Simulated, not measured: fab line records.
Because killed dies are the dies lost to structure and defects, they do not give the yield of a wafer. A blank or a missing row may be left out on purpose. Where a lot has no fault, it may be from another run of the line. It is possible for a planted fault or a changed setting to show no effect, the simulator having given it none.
Split-lot trial | flow n5 finfet | route with 1938 steps; 7 lots, 39 wafers read

## SPLIT DETAILS
At N5_MOL_CONTACT_COAG_ALD_123 (deposits SiNx, target thk 5 nm, pulse time 1 s, purge time 2 s), the setting ald cycles was moved away from the recipe's 100 on 12 of the 39 wafers read, by -16.0% to +17.0%. For the rest of the wafers, this setting stayed at what the recipe calls for.

## FROM THE SPLIT TO THE READING: what the file shows between them, 11 steps
- N5_MOL_CONTACT_COAG_EXPOSE_81: exposes mask VG, defocus 0 nm (also split here: dose mj)
- N5_MOL_CONTACT_COAG_PEB_82: peb time 60 s
- N5_MOL_CONTACT_COAG_DEVELOP_83: develop time 30 s
- N5_MOL_CONTACT_COAG_CD_MEAS_84: target cd 25.1 nm
- N5_MOL_CONTACT_COAG_PRECLEAN_144: cleans in alkaline clean, time 60 s
- N5_MOL_CONTACT_COAG_SRD_145: time 30 s
- N5_MOL_CONTACT_COAG_CD_MEAS_137: target cd 16 nm
- N5_MOL_CONTACT_COAG_COAT_62: time 60 s, resist thk 60 nm
- N5_MOL_CONTACT_COAG_COAT_63: time 60 s, resist thk 10 nm
- N5_MOL_CONTACT_COAG_STRIP_120: strips in CHF3
- N5_MOL_CONTACT_COAG_VIA_ETCH_117: etches SiO2 in C4F6/O2, target depth 40 nm, overetch 8 nm, time 26 s

## THE READING
etch.depth nm (the simulator's own value, which no gauge read), in nm, at N5_MOL_CONTACT_COAG_ETCH_124 (etches SiNx in CH3F/O2, stops on SiOC, target depth 6.5 nm). The file gives no usual value for it. Across the 27 wafers here that went through the recipe, the average is 4.992 nm and the standard deviation 0.019 nm.

wafer  | tool, chamber at the split | ald cycles as run | against the recipe | etch.depth nm, nm | against lot-mates on the recipe
L077.1 | ald sin-04, 2,3,2          | 84                | -16.0%             | 4.201             | -0.816
L077.2 | ald sin-04, 1,0,3          | 100               | recipe             | 5.006             | -
L077.3 | ald sin-04, 1,0,3          | 100               | recipe             | 5.021             | -
L077.4 | ald sin-04, 2,3,2          | 84                | -16.0%             | 4.238             | -0.779
L077.5 | ald sin-04, 1,0,3          | 100               | recipe             | 5.023             | -
L077.6 | ald sin-04, 2,3,2          | 84                | -16.0%             | 4.207             | -0.810
L082.1 | ald sin-02, 1,2,0,3,2,1    | 100               | recipe             | 4.964             | -
L082.2 | ald sin-02, 1,2,0,3,2,1    | 100               | recipe             | 4.958             | -
L082.3 | ald sin-02, 1,2,0,3,2,1    | 100               | recipe             | 4.978             | -
L082.4 | ald sin-02, 1,2,0,3,2,1    | 100               | recipe             | 4.966             | -
L082.5 | ald sin-02, 1,2,0,3,2,1    | 100               | recipe             | 4.965             | -
L082.6 | ald sin-02, 1,2,0,3,2,1    | 100               | recipe             | 4.974             | -
L083.1 | ald sin-02, 2,1,0          | 117               | +17.0%             | 5.871             | +0.874
L083.2 | ald sin-02, 1,3,0          | 100               | recipe             | 5.001             | -
L083.3 | ald sin-02, 1,3,0          | 100               | recipe             | 4.996             | -
L083.4 | ald sin-02, 1,3,0          | 100               | recipe             | 4.995             | -
L083.5 | ald sin-02, 2,1,0          | 117               | +17.0%             | 5.823             | +0.826
L083.6 | ald sin-02, 2,1,0          | 117               | +17.0%             | 5.854             | +0.857
L085.1 | ald sin-02, 0,2,2          | 100               | recipe             | 5.009             | -
L085.2 | ald sin-02, 0,2,2          | 100               | recipe             | 5.003             | -
L085.3 | ald sin-02, 1,3,1          | 85                | -15.0%             | 4.245             | -0.760
L085.4 | ald sin-02, 1,3,1          | 85                | -15.0%             | 4.238             | -0.767
L085.5 | ald sin-02, 1,3,1          | 85                | -15.0%             | 4.242             | -0.763
L085.6 | ald sin-02, 0,2,2          | 100               | recipe             | 5.002             | -
L088.1 | ald sin-03, 3,0,2,1,0,3    | 100               | recipe             | 5.004             | -
L088.2 | ald sin-03, 3,0,2,1,0,3    | 100               | recipe             | 4.989             | -
L088.3 | ald sin-03, 3,0,2,1,0,3    | 100               | recipe             | 4.995             | -
L088.4 | ald sin-03, 3,0,2,1,0,3    | 100               | recipe             | 4.986             | -
L088.5 | ald sin-03, 3,0,2,1,0,3    | 100               | recipe             | 4.969             | -
L088.6 | ald sin-03, 3,0,2,1,0,3    | 100               | recipe             | 5.018             | -
L091.1 | ald sin-02, 0,2,3          | 100               | recipe             | 4.995             | -
L091.3 | ald sin-02, 0,2,3          | 100               | recipe             | 4.964             | -
L091.6 | ald sin-02, 0,2,3          | 100               | recipe             | 4.975             | -
L096.1 | ald sin-04, 1,0,1          | 100               | recipe             | 5.008             | -
L096.2 | ald sin-04, 0,3,2          | 117               | +17.0%             | 5.849             | +0.839
L096.3 | ald sin-04, 0,3,2          | 117               | +17.0%             | 5.852             | +0.842
L096.4 | ald sin-04, 0,3,2          | 117               | +17.0%             | 5.821             | +0.811
L096.5 | ald sin-04, 1,0,1          | 100               | recipe             | 5.012             | -
L096.6 | ald sin-04, 1,0,1          | 100               | recipe             | 5.011             | -
When a row names more than one chamber, that row covers several wafers, and the file does not tell which wafer ran in which chamber.

FIT RESULTS
A straight line over all 39 wafers: etch.depth nm changes by +0.0497 nm for each +1% of ald cycles; r = +1.00; the points scatter about the line by 0.019 nm.
The same after taking each lot's own level away (the mean of its wafers on the recipe; 39 wafers): +0.0499 nm for each +1%; r = +1.00; scatter 0.013 nm.
Per that fit: largest ald cycles move, reading shift of 0.85 nm.
From 4.9675 to 5.0167 nm: that is the span of the lots' own levels, equal to 2.6 times the standard deviation above.
Hence the lot-to-lot level has little effect on the slope; both slopes agree.
Check: +0.843 nm against its lot-mates is what the line predicts for one of the wafers moved furthest among these (+17.0%) when that wafer is left out of the fit. Against them it came out at +0.874 nm.

## THESE WAFERS: OTHER SPLITS
Note: prior to the reading, these wafers also went through further splits. Each is held against what the fit with the lots' levels taken away leaves over:
other split on the same wafers        | wafers away from the commonest value | r with etch.depth nm (lot level and that fit taken away)
N5_FIN_SAQP_ETCH_65 time s            | 9                                    | +0.05
N5_FIN_SAQP_ETCH_34 source w          | 9                                    | -0.13
N5_DUMMY_GATE_ETCH_42 bias w          | 18                                   | +0.36
N5_SPACER0_ALD_00 ald cycles          | 12                                   | -0.05
N5_SD_EPI_P_ETCH_16 target depth a    | 15                                   | +0.16
N5_HKMG_FIN_CVD_62 temp c             | 9                                    | -0.06
N5_MOL_CONTACT_COAG_ETCH_110 bias w   | 9                                    | +0.00
N5_MOL_CONTACT_COAG_EXPOSE_81 dose mj | 9                                    | +0.05

## THE WHOLE CHAIN: every reading that the file lists as answering this split, in the file's order
step                         | what it does                                                   | reading                                                                                  | change (the file's fit)                | r (the file's)
N5_MOL_CONTACT_COAG_ALD_123  | deposits SiNx, target thk 5 nm, pulse time 1 s, purge time 2 s | SiNx_of_MOL_CONTACT_COAG_ALD_123.thk nm (the simulator's own value, which no gauge read) | +0.0491 nm for each +1% of the setting | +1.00
N5_MOL_CONTACT_COAG_ETCH_124 | etches SiNx in CH3F/O2, stops on SiOC, target depth 6.5 nm     | etch.depth nm (the simulator's own value, which no gauge read)                           | +0.0499 nm for each +1% of the setting | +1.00

## THE FILE'S OWN FIT
etch.depth nm changes by +0.0499 nm for each +1% of ald cycles, r = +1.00.
